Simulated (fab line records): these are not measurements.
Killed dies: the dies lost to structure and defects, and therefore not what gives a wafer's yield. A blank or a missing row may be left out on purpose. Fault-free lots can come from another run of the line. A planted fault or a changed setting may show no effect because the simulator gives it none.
Matching of chambers	flow nandHarc	rieDiel-05 running NHARC_A_CHANNEL_FILL_D1_STRIP_28: 4 sister chambers
The step strips in O2, time 20 s. 8 wafers are shown with their chamber, then 7 later ones without.

== WAFERS, EACH WITH ITS CHAMBER ==
wafer	chamber	showerheadPlenumPTorr (Torr)	drypumpMotorCurrentA (A)
L078.5	3	3.69	5.7
L078.6	0	3.72	5.9
L081.1	3	3.68	5.7
L081.5	1	3.52	5.2
L083.3	0	3.72	5.9
L083.5	2	3.68	5.3
L088.1	2	3.68	5.2
L088.3	1	3.52	5.2

== WAFERS WITHOUT THEIR CHAMBER ==
wafer	showerheadPlenumPTorr (Torr)	drypumpMotorCurrentA (A)
L088.4	3.68	5.7
L090.1	3.68	5.7
L090.3	3.68	5.2
L090.5	3.51	5.3
L092.1	3.68	5.7
L092.3	3.51	5.2
L092.5	3.51	5.2

== EACH ONE'S CHAMBER ==
wafer	from the rows above	in truth
L088.4	3	3
L090.1	3	3
L090.3	2	2
L090.5	1	1
L092.1	3	3
L092.3	1	1
L092.5	1	1
Correctly placed: 7 of 7. Number that these rows cannot place: 0. Placed wrongly: 0.
How it was worked out, from the rows above alone: a wafer's distance from a chamber is the root of the sum, over the readings, of the square of ((its reading less the chamber's mean) divided by the reading's scatter). If the next closest chamber is less than 2 further off than the closest, the wafer can't be placed; otherwise it belongs to the closest. The mean given for a chamber averages the wafers shown for that chamber. The scatter: take each reading less its chamber's mean, square it, sum over the shown wafers, divide by the number of wafers less the number of chambers, and take the root.
